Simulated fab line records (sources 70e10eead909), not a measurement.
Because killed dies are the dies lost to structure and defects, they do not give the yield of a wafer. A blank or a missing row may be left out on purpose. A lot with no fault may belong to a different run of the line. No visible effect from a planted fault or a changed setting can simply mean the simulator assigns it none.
fab line records	flow nand-harc
record: lots: 7	wafers: 20	last-day: 33
route steps=1302 shown A_ONON_D1@432 END@1302
lots untouched by any fault: they come from a run of this same line in which no faults occurred
start-h: hours from the record's first day to the start of the lot's first wafer shown	wait-h: how many hours have passed since the lot's step before this one	" the same as in the row above	L1.1+2: a row that stands for several wafers	- no value, or no start was given	* or withheld: withheld	< > ~ a bound
route shown NAME@n: NAME is a module with steps in the file, n the number in the route of the first one	usual: average and standard deviation across the fault-free wafers	same: alike in all rows	chamber/n: place in a boat	sites: each site's reading	_std_site: the values' standard deviation	_edge_site: the outer-site mean with the inner-site mean subtracted	radius-mm: how far each site lies from the wafer's centre	mask NAME#n: copy n	behind: the tool/chamber that last shaped the wafer	hold: why the lot went on hold/how many hours it stayed there/how the hold came to an end	device: the n, p or np transistor that did not switch	end of line: tests of these same wafers at the route's end	for a step that has no rows: nothing shown but its recipe	killed: count of dies lost to structure and defects at first sort (not the wafer's yield)	map: a wafer's dies, x killed, . not, _ none there
set.NAME: the setting the step ran with; set.NAME@STEP: the setting that earlier step ran with	model.NAME: the simulator's own value behind a step, which no gauge read
certain route steps with their lots: each step a table, each wafer a row
services: from which hour (start-h, from the record's first day; less than 0 if before it) a tool's chamber was out of use, for how many hours, and why
== steps ==
step: NHARC_A_ONON_D1_DEP_12
recipe: target-thk-a: 10000	n2-flow-sccm: 2750	n2o-flow-sccm: 2000	nh3-flow-sccm: 500	sih4-flow-sccm: 210	temp-c: 400
step: NHARC_A_ONON_D1_THK_MEAS_14
recipe: thk-meas-gauge: ellipsometry
usual: thk-nm: 999/9.8
lot.wafer	tool	chamber	start-h	wait-h	thk-nm
L618.1	film-metro-01	-	182.21	-	992
L618.5	"	-	"	"	994
L618.6	"	-	"	"	993
L623.2	film-metro-01	-	233.74	-	1000
L623.3	"	-	"	"	997
L623.5	"	-	"	"	996
L624.1	film-metro-02	-	246.32	-	1011
L624.3	"	-	"	"	1008
L624.4	"	-	"	"	1006
L627.3	film-metro-01	-	276.07	-	998
L627.6	"	-	"	"	1000
L634.1	film-metro-01	-	345.41	-	987
L634.2	"	-	"	"	987
L634.6	"	-	"	"	988
L636.1	film-metro-01	-	374.03	-	1004
L636.4	"	-	"	"	1003
L636.6	"	-	"	"	1003
L639.1	film-metro-01	-	395.73	-	994
L639.2	"	-	"	"	994
L639.4	"	-	"	"	991
step: NHARC_A_ONON_D1_ANNEAL_15
recipe: temp-c: 750	time-s: 3600
step: NHARC_A_ONON_D1_DEP_16
recipe: target-thk-a: 10000	n2-flow-sccm: 2750	n2o-flow-sccm: 2000	nh3-flow-sccm: 500	sih4-flow-sccm: 210	temp-c: 400
step: NHARC_A_ONON_D1_THK_MEAS_18
recipe: thk-meas-gauge: ellipsometry
usual: thk-nm: 1000/9.6
lot.wafer	tool	chamber	start-h	wait-h	thk-nm
L618.1	film-metro-01	-	190.38	-	982
L618.5	"	-	"	"	981
L618.6	"	-	"	"	982
L623.2	film-metro-02	-	243.89	-	1004
L623.3	"	-	"	"	1003
L623.5	"	-	"	"	1002
L624.1	film-metro-01	-	254.10	-	1013
L624.3	"	-	"	"	1015
L624.4	"	-	"	"	1013
L627.3	film-metro-02	-	283.88	-	989
L627.6	"	-	"	"	987
L634.1	film-metro-01	-	356.38	-	1002
L634.2	"	-	"	"	1002
L634.6	"	-	"	"	1002
L636.1	film-metro-01	-	382.07	-	999
L636.4	"	-	"	"	998
L636.6	"	-	"	"	998
L639.1	film-metro-02	-	403.49	-	1004
L639.2	"	-	"	"	1003
L639.4	"	-	"	"	1003
step: NHARC_A_ONON_D1_DEP_19
recipe: target-thk-a: 10000	n2-flow-sccm: 2750	n2o-flow-sccm: 2000	nh3-flow-sccm: 500	sih4-flow-sccm: 210	temp-c: 400
step: NHARC_A_ONON_D1_THK_MEAS_21
recipe: thk-meas-gauge: ellipsometry
usual: thk-nm: 1000/8.8
lot.wafer	tool	chamber	start-h	wait-h	thk-nm
L618.1	film-metro-02	-	190.95	-	987
L618.5	"	-	"	"	988
L618.6	"	-	"	"	987
L623.2	film-metro-02	-	244.46	-	993
L623.3	"	-	"	"	996
L623.5	"	-	"	"	993
L624.1	film-metro-02	-	254.67	-	1003
L624.3	"	-	"	"	1001
L624.4	"	-	"	"	1001
L627.3	film-metro-02	-	284.44	-	1002
L627.6	"	-	"	"	1003
L634.1	film-metro-01	-	356.95	-	993
L634.2	"	-	"	"	995
L634.6	"	-	"	"	995
L636.1	film-metro-01	-	382.72	-	997
L636.4	"	-	"	"	998
L636.6	"	-	"	"	997
L639.1	film-metro-01	-	404.06	-	995
L639.2	"	-	"	"	993
L639.4	"	-	"	"	995
step: NHARC_A_ONON_D1_DEP_22
recipe: target-thk-a: 10000	n2-flow-sccm: 2750	n2o-flow-sccm: 2000	nh3-flow-sccm: 500	sih4-flow-sccm: 210	temp-c: 400
step: NHARC_A_ONON_D1_THK_MEAS_24
recipe: thk-meas-gauge: ellipsometry
usual: thk-nm: 1003/8.4
lot.wafer	tool	chamber	start-h	wait-h	thk-nm
L618.1	film-metro-02	-	191.52	-	1000
L618.5	"	-	"	"	997
L618.6	"	-	"	"	997
L623.2	film-metro-01	-	245.02	-	1002
L623.3	"	-	"	"	1002
L623.5	"	-	"	"	1003
L624.1	film-metro-01	-	255.23	-	1011
L624.3	"	-	"	"	1012
L624.4	"	-	"	"	1010
L627.3	film-metro-01	-	285.00	-	1023
L627.6	"	-	"	"	1023
L634.1	film-metro-01	-	357.51	-	991
L634.2	"	-	"	"	992
L634.6	"	-	"	"	991
L636.1	film-metro-01	-	383.28	-	1005
L636.4	"	-	"	"	1007
L636.6	"	-	"	"	1004
L639.1	film-metro-02	-	404.62	-	1004
L639.2	"	-	"	"	1006
L639.4	"	-	"	"	1006
step: NHARC_A_ONON_D1_DEP_25
recipe: target-thk-a: 10000	n2-flow-sccm: 2750	n2o-flow-sccm: 2000	nh3-flow-sccm: 500	sih4-flow-sccm: 210	temp-c: 400
step: NHARC_A_ONON_D1_THK_MEAS_27
recipe: thk-meas-gauge: ellipsometry
usual: thk-nm: 1001/10
lot.wafer	tool	chamber	start-h	wait-h	thk-nm
L618.1	film-metro-01	-	192.08	-	995
L618.5	"	-	"	"	994
L618.6	"	-	"	"	994
L623.2	film-metro-01	-	245.58	-	1009
L623.3	"	-	"	"	1010
L623.5	"	-	"	"	1009
L624.1	film-metro-01	-	255.80	-	1012
L624.3	"	-	"	"	1011
L624.4	"	-	"	"	1013
L627.3	film-metro-02	-	285.72	-	1014
L627.6	"	-	"	"	1015
L634.1	film-metro-01	-	358.08	-	987
L634.2	"	-	"	"	988
L634.6	"	-	"	"	987
L636.1	film-metro-01	-	383.86	-	1017
L636.4	"	-	"	"	1018
L636.6	"	-	"	"	1019
L639.1	film-metro-01	-	405.19	-	1005
L639.2	"	-	"	"	1003
L639.4	"	-	"	"	1005
step: NHARC_A_ONON_D1_DEP_28
recipe: target-thk-a: 10000	n2-flow-sccm: 2750	n2o-flow-sccm: 2000	nh3-flow-sccm: 500	sih4-flow-sccm: 210	temp-c: 400
lot.wafer	tool	chamber	start-h	wait-h
L618.1+5+6	pecvd-onon-03	0	192.14	0.1
L623.2+3+5	pecvd-onon-04	0	245.70	0.1
L624.1+3+4	pecvd-onon-04	0	255.85	0.1
L627.3+6	pecvd-onon-04	0	285.89	0.2
L634.1+2+6	pecvd-onon-03	0	358.13	0.1
L636.1+4+6	pecvd-onon-01	0	383.91	0.1
L639.1+2+4	pecvd-onon-04	0	405.24	0.1
step: NHARC_A_ONON_D1_THK_MEAS_30
recipe: thk-meas-gauge: ellipsometry
usual: thk-nm: 1000/9.9
lot.wafer	tool	chamber	start-h	wait-h	thk-nm
L618.1	film-metro-02	-	192.65	-	1002
L618.5	"	-	"	"	1001
L618.6	"	-	"	"	1002
L623.2	film-metro-01	-	246.16	-	1008
L623.3	"	-	"	"	564
L623.5	"	-	"	"	1008
L624.1	film-metro-02	-	256.37	-	1002
L624.3	"	-	"	"	559
L624.4	"	-	"	"	1005
L627.3	film-metro-02	-	286.28	-	566
L627.6	"	-	"	"	567
L634.1	film-metro-01	-	358.64	-	998
L634.2	"	-	"	"	997
L634.6	"	-	"	"	997
L636.1	film-metro-01	-	384.42	-	997
L636.4	"	-	"	"	999
L636.6	"	-	"	"	997
L639.1	film-metro-02	-	405.76	-	997
L639.2	"	-	"	"	999
L639.4	"	-	"	"	999
step: NHARC_A_ONON_D1_DEP_33
recipe: target-thk-a: 2000	temp-c: 400	pressure-torr: 6.5	rf-w: 900	teos-flow-sccm: 161.4	flow-sccm: 2650	target-thk-nm: 200	gas: O2	material: SiO2
usual: chamber-pressure-Torr: 6.501/0.014	heater-power-outer-w: 276/60	heater-power-w: 508/83	throttle-valve-pct: 15.9/0.48
lot.wafer	tool	chamber	start-h	wait-h	chamber-pressure-Torr	heater-power-outer-w	heater-power-w	throttle-valve-pct
L618.1	pecvd-02	2	192.75	0.1	6.460	188	339	15.8
L618.5	"	2	"	"	6.498	196	356	16.1
L618.6	"	0	"	"	6.512	337	565	15.8
L623.3	pecvd-01	1	246.26	0.1	6.520	183	399	15.8
L623.2	"	2	"	"	6.504	270	527	15.1
L623.5	"	1	"	"	6.490	194	409	15.9
L624.1	pecvd-03	2	256.43	0.1	6.499	233	471	16.0
L624.3	"	0	"	"	6.489	312	524	16.5
L624.4	"	1	"	"	6.503	227	446	15.1
L627.3	pecvd-03	0	286.43	0.1	6.502	241	426	16.1
L627.6	"	2	"	"	6.483	285	532	16.0
L634.2	pecvd-03	0	358.70	0.1	6.491	301	526	16.2
L634.1	"	2	"	"	6.496	307	550	16.5
L634.6	"	1	"	"	6.503	342	583	15.1
L636.1	pecvd-01	0	384.55	0.1	6.513	279	602	15.9
L636.4	"	1	"	"	6.497	289	515	16.3
L636.6	"	1	"	"	6.503	286	541	16.1
L639.1	pecvd-02	2	405.82	0.1	6.505	198	369	16.1
L639.2	"	0	"	"	6.487	362	600	15.7
L639.4	"	2	"	"	6.475	204	376	16.0
step: NHARC_END_SORT_01
recipe: temp-c: 25
usual: killed-at-array: 52/20	killed-at-other: 1.0/1.3	killed-at-periphery: 3.7/2.2	killed-dies: 57/20	killed-open: 3.2/1.6	killed-short: 2.4/1.6
same: gross-dies: 677
lot.wafer	tool	chamber	start-h	wait-h	killed-at-array	killed-at-other	killed-at-periphery	killed-dies	killed-open	killed-short
L623.3	prober-02	0	634.26	3.1	676	0	1	677	5	1
L624.3	prober-01	0	642.01	3.1	670	4	3	677	2	1
L627.3	prober-02	0	657.83	3.1	671	1	5	677	5	2
L627.6	prober-02	0	660.25	4.0	670	1	6	677	3	5
killed by level:class
L623.3 A_ONON_D1:area-dep=645 A_CHANNEL_HOLE_D2:chamber-film-flake=14 A_M0:chamber-film-flake=3 A_ONON_D1:geometric-particle:open=2 A_CONTACT:geometric-particle:open=2 A_CHANNEL_HOLE_D1:chamber-film-flake=2 A_CHANNEL_FILL_D1:chamber-film-flake=2 A_CHANNEL_FILL_D2:chamber-film-flake=2
L624.3 A_ONON_D1:area-dep=619 A_CHANNEL_HOLE_D1:chamber-film-flake=24 A_CHANNEL_HOLE_D2:chamber-film-flake=14 A_CONTACT:chamber-film-flake=5 THIN_TSV:chamber-film-flake=4 A_STAIRCASE:chamber-film-flake=2 A_SLIT:chamber-film-flake=2 A_ONON_D1:geometric-particle:open=1
L627.3 A_ONON_D1:area-dep=631 A_STAIRCASE:chamber-film-flake=10 A_BONDPAD:chamber-film-flake=7 A_CHANNEL_HOLE_D1:chamber-film-flake=5 A_CONTACT:chamber-film-flake=4 A_M0:geometric-particle:open=3 P_M2:chamber-film-flake=3 A_BLC:chamber-film-flake=3
L627.6 A_ONON_D1:area-dep=628 A_CONTACT:chamber-film-flake=11 A_STAIRCASE:chamber-film-flake=9 A_BLC:chamber-film-flake=4 A_BONDPAD:chamber-film-flake=4 P_M2:chamber-film-flake=3 A_M0:geometric-particle:short=2 P_GATE:chamber-film-flake=2
map L623.3 (x killed, . not)
____________x____________
_________xxxxxxx_________
_______xxxxxxxxxxx_______
______xxxxxxxxxxxxx______
_____xxxxxxxxxxxxxxx_____
____xxxxxxxxxxxxxxxxx____
____xxxxxxxxxxxxxxxxx____
___xxxxxxxxxxxxxxxxxxx___
___xxxxxxxxxxxxxxxxxxx___
__xxxxxxxxxxxxxxxxxxxxx__
__xxxxxxxxxxxxxxxxxxxxx__
_xxxxxxxxxxxxxxxxxxxxxxx_
_xxxxxxxxxxxxxxxxxxxxxxx_
_xxxxxxxxxxxxxxxxxxxxxxx_
_xxxxxxxxxxxxxxxxxxxxxxx_
_xxxxxxxxxxxxxxxxxxxxxxx_
xxxxxxxxxxxxxxxxxxxxxxxxx
xxxxxxxxxxxxxxxxxxxxxxxxx
xxxxxxxxxxxxxxxxxxxxxxxxx
xxxxxxxxxxxxxxxxxxxxxxxxx
xxxxxxxxxxxxxxxxxxxxxxxxx
_xxxxxxxxxxxxxxxxxxxxxxx_
_xxxxxxxxxxxxxxxxxxxxxxx_
_xxxxxxxxxxxxxxxxxxxxxxx_
_xxxxxxxxxxxxxxxxxxxxxxx_
_xxxxxxxxxxxxxxxxxxxxxxx_
__xxxxxxxxxxxxxxxxxxxxx__
__xxxxxxxxxxxxxxxxxxxxx__
___xxxxxxxxxxxxxxxxxxx___
___xxxxxxxxxxxxxxxxxxx___
____xxxxxxxxxxxxxxxxx____
____xxxxxxxxxxxxxxxxx____
_____xxxxxxxxxxxxxxx_____
______xxxxxxxxxxxxx______
_______xxxxxxxxxxx_______
_________xxxxxxx_________
____________x____________
map L624.3 (x killed, . not)
____________x____________
_________xxxxxxx_________
_______xxxxxxxxxxx_______
______xxxxxxxxxxxxx______
_____xxxxxxxxxxxxxxx_____
____xxxxxxxxxxxxxxxxx____
____xxxxxxxxxxxxxxxxx____
___xxxxxxxxxxxxxxxxxxx___
___xxxxxxxxxxxxxxxxxxx___
__xxxxxxxxxxxxxxxxxxxxx__
__xxxxxxxxxxxxxxxxxxxxx__
_xxxxxxxxxxxxxxxxxxxxxxx_
_xxxxxxxxxxxxxxxxxxxxxxx_
_xxxxxxxxxxxxxxxxxxxxxxx_
_xxxxxxxxxxxxxxxxxxxxxxx_
_xxxxxxxxxxxxxxxxxxxxxxx_
xxxxxxxxxxxxxxxxxxxxxxxxx
xxxxxxxxxxxxxxxxxxxxxxxxx
xxxxxxxxxxxxxxxxxxxxxxxxx
xxxxxxxxxxxxxxxxxxxxxxxxx
xxxxxxxxxxxxxxxxxxxxxxxxx
_xxxxxxxxxxxxxxxxxxxxxxx_
_xxxxxxxxxxxxxxxxxxxxxxx_
_xxxxxxxxxxxxxxxxxxxxxxx_
_xxxxxxxxxxxxxxxxxxxxxxx_
_xxxxxxxxxxxxxxxxxxxxxxx_
__xxxxxxxxxxxxxxxxxxxxx__
__xxxxxxxxxxxxxxxxxxxxx__
___xxxxxxxxxxxxxxxxxxx___
___xxxxxxxxxxxxxxxxxxx___
____xxxxxxxxxxxxxxxxx____
____xxxxxxxxxxxxxxxxx____
_____xxxxxxxxxxxxxxx_____
______xxxxxxxxxxxxx______
_______xxxxxxxxxxx_______
_________xxxxxxx_________
____________x____________
== services ==
tool	chamber	start-h	hours	kind
pecvd-03	-	185.25	13.0	pm
pecvd-03	0	185.25	13.0	vent-cycle
pecvd-03	1	185.25	13.0	vent-cycle
pecvd-03	2	185.25	13.0	vent-cycle
pecvd-03	0	198.25	-	clean
pecvd-03	1	198.25	-	clean
pecvd-03	2	198.25	-	clean
pecvd-02	-	218.20	0.9	repair
pecvd-02	-	227.00	13.0	pm
pecvd-onon-03	-	227.00	13.0	pm
pecvd-onon-01	-	269.09	13.0	pm
pecvd-02	1	299.59	17.3	repair
pecvd-onon-04	-	311.12	13.0	pm
pecvd-01	-	311.37	13.0	pm
pecvd-onon-03	-	322.61	9.6	repair
pecvd-02	-	325.61	0.9	repair
pecvd-02	0	348.26	13.9	repair
pecvd-02	-	361.39	0.7	repair
pecvd-03	-	366.25	13.0	pm
pecvd-03	0	366.25	13.0	vent-cycle
pecvd-03	1	366.25	13.0	vent-cycle
pecvd-03	2	366.25	13.0	vent-cycle
pecvd-01	2	375.67	10.1	repair
pecvd-03	0	379.25	-	clean
== key ==
first-sign: step: NHARC_A_ONON_D1_THK_MEAS_30	reading: thk-nm	direction: down	sigmas: 44	usual: 1000	struck: 564
effect: step: NHARC_END_SORT_01	reading: killed-at-array	direction: up	sigmas: 31	usual: 52	struck: 672
more-kills-born-at: NHARC_A_ONON_D1_DEP_28@pecvd-onon-04: 2523
met-at NHARC_A_ONON_D1_DEP_28
struck-wafers L623.3,L624.3,L627.3,L627.6
later-rows-left-out L623.3,L624.3,L627.3,L627.6
tester-left-out L623,L624,L627
fault: kind: process-parameter-drift	tool: pecvd-onon-04	chamber: -	onset-h: 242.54	steps: NHARC_A_ONON_D1_DEP_28	channel: target-thk-a	offset: *	shape: step	end-h: 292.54	scope: struck-wafers-only	acts-in: *	stated: *
tester-left-out: of these lots the tester's yield and bins aren't shown, on N5 and GAA mostly nor the transistor test; their killed dies are dies lost to structure and defects alone, not to doping, threshold or leakage, so they don't give the yield
later-rows-left-out: the simulator's readings of these wafers behind a module that went badly wrong aren't trusted and aren't shown, but for the sort
